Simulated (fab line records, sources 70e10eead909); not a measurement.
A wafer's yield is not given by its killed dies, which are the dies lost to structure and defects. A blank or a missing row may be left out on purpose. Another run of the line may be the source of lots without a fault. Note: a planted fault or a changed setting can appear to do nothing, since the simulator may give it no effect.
One fault seen from 2 desks | flow nand_harc | only its own numbers are on each desk; what lay behind them is given at the end

THE METROLOGY DESK
Lot by lot, what the gauges showed, no matter which tool ran the lot: averages of those sampled wafers that carry a number. Any lot whose mean is over 4 standard deviations away from the usual mean is out of limits and marked OUT; that distance is given in the brackets.
Columns: A = thk_nm at NHARC_P_BONDPAD_THK_MEAS_20, usual 161.0 nm; B = thk_nm at NHARC_A_ONON_D1_THK_MEAS_02, usual 1000 nm
lot  | first seen here | A     | B
L615 | day 6 03:30     | 160.5 | 998
L616 | day 6 21:13     | 161.5 | 1007
L618 | day 6 23:22     | 161.2 | 990
L619 | day 7 20:54     | 161.0 | 1002
L620 | day 7 21:37     | 161.5 | 993
L622 | day 8 12:16     | 160.3 | 994
L623 | day 8 18:38     | 159.6 | 995
L624 | day 8 19:22     | 158.9 | 1005
L625 | day 9 00:34     | 159.4 | 1228 (+36) OUT
L628 | day 9 15:01     | 162.0 | 1229 (+36) OUT
L633 | day 10 22:20    | 163.0 | 1001
L634 | day 10 22:56    | 160.5 | 996
L637 | day 11 21:24    | 162.6 | 1001
Finding of this desk: L625, L628 out of limits; the first was L625 at day 10 01:16, on thk_nm at NHARC_A_ONON_D1_THK_MEAS_02. Within limits: L615, L616, L618, L619, L620, L622, L623, L624, L633, L634, L637.

THE DEFECT DESK
Per lot, the means of the sampled wafers with a number show what the inspections along the route counted. Any lot whose mean is over 4 standard deviations away from the usual mean is out of limits and marked OUT; that distance is given in the brackets.
Columns: A = raw_defect_count at NHARC_A_START_INSPECT_01, usual 3.6
lot  | first seen here | A
L615 | day 6 04:12     | 3.7
L616 | day 6 21:53     | 2.7
L618 | day 7 00:02     | 3.3
L619 | day 7 21:39     | 5.7
L620 | day 7 22:20     | 4.0
L622 | day 8 12:57     | 4.0
L623 | day 8 19:19     | 4.0
L624 | day 8 20:02     | 5.0
L625 | day 9 01:16     | 3.3
L628 | day 9 15:43     | 4.0
L633 | day 10 23:02    | 2.7
L634 | day 10 23:36    | 2.3
L637 | day 11 22:07    | 3.3
Result from this desk: across the 13 lots, nothing is out of limits.

PUT TOGETHER
Metrology desk: alarm possible at day 10 01:16 on L625, L628.
No out-of-limits result turned up at the defect desk.
The defect desk has L625, L628 on record, within its limits.
All the named lots went through NHARC_A_ONON_D1_DEP_00 on pecvd_onon-01.

WHAT THE SIMULATOR HAD INSERTED
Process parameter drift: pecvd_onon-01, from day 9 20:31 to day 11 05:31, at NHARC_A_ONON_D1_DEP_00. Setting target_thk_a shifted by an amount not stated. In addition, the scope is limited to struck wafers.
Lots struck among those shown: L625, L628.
Time in hours between the start of the fault and the first out-of-limits reading at each desk: metrology desk, 5.
